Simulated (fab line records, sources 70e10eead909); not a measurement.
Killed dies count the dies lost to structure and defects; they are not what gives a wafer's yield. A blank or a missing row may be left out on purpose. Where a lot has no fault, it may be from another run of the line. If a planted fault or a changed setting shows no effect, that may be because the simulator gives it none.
8D (eight disciplines) problem report, filled in by code || flow nandHarc || the parts of the form that need people (team, actions taken, sign-off) are left out

== 1. WHAT IS WRONG ==
killedAtPeriphery at NHARC_END_SORT_01 reads a mean of 70.0 on 6 wafers of 2 lots; wafers without a fault read 3.7 with a standard deviation of 2.9. Measured from the usual mean, that is +23 standard deviations.
Earliest sighting: wafer L105.1 on prober-02 at day 29 10:55. Wafers with a number at this step in the record: 6, from 2 lots. Rule for "out" (also "out of limits"): further than 4 standard deviations from the usual mean. The other wafers with a number count as sound.

== 2. WHAT IT IS AND WHAT IT IS NOT ==
{"question": "which readings at this step", "is": "killedAtPeriphery", "is not": "killedAtArray, killedAtOther, killedOpen, killedShort"}
{"question": "which lots", "is": "L104, L105", "is not": "-"}
{"question": "which wafers of those lots", "is": "all that have a number", "is not": "-"}
{"question": "read on which gauges", "is": "prober-01, prober-02", "is not": "-"}
{"question": "when", "is": "from day 29 10:55", "is not": "up to then (0 sound wafers)"}

== 3. THE SUSPECTS, EACH WITH WHAT RULES IT OUT ==
Counting: a tool at a process step up to the reading stays a suspect if it ran every lot that is out and no sound lot after the first of them.
- the gauge at NHARC_END_SORT_01: ruled out. The wafers that are out were read on 2 gauges (prober-01, prober-02).
- aldMetal-04 at NHARC_P_CONTACT_ALD_22 (deposits TiN, target thk 3 nm, pulse time 1 s, ald cycles 150): kept. It ran every lot that is out, first L104 (day 10 16:33), and no sound lot after that.
Remaining after the count: aldMetal-04 at NHARC_P_CONTACT_ALD_22.

== 4. THE CAUSE (what the simulator had put in) ==
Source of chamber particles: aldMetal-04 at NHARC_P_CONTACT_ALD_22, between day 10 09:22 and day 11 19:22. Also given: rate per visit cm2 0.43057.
Only this tool survived the counting.

== 5. THE CHAIN OF EFFECTS, in route order ==
One row per reading whose mean, taken over the struck wafers that have a number, lies over 3 standard deviations from the usual. Only readings for which the record gives a usual standard deviation are gone through. hours: the time from each lot's start at the first step in this table that gives one to its start at this step, as a median over the lots. sigmas: the change in usual standard deviations.
{"hours": 0, "step": "NHARC_END_SORT_01", "reading": "killedAtPeriphery", "usual": 3.7, "on struck wafers": 70.0, "change": "+66.3", "sigmas": "+23"}
{"hours": 0, "step": "NHARC_END_SORT_01", "reading": "killedDies", "usual": 55, "on struck wafers": 123, "change": "+68", "sigmas": "+3.6"}

== 6. HOW IT WOULD HAVE BEEN CAUGHT EARLIER ==
The first out-of-limits reading at a measuring or inspecting step in this record came at day 29 10:55, 458 hours after the fault's start at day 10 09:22.
Of the tool readings at NHARC_P_CONTACT_ALD_22 for which the record gives a usual standard deviation, none was out on any struck wafer, so an alarm limit of 4 standard deviations on them would not have fired.
The start of NHARC_P_CONTACT_ALD_22 on aldMetal-04 came by day 29 10:55 for every one of the lots that are out (2). Had the tool been put on hold then, not one of them would have been saved.
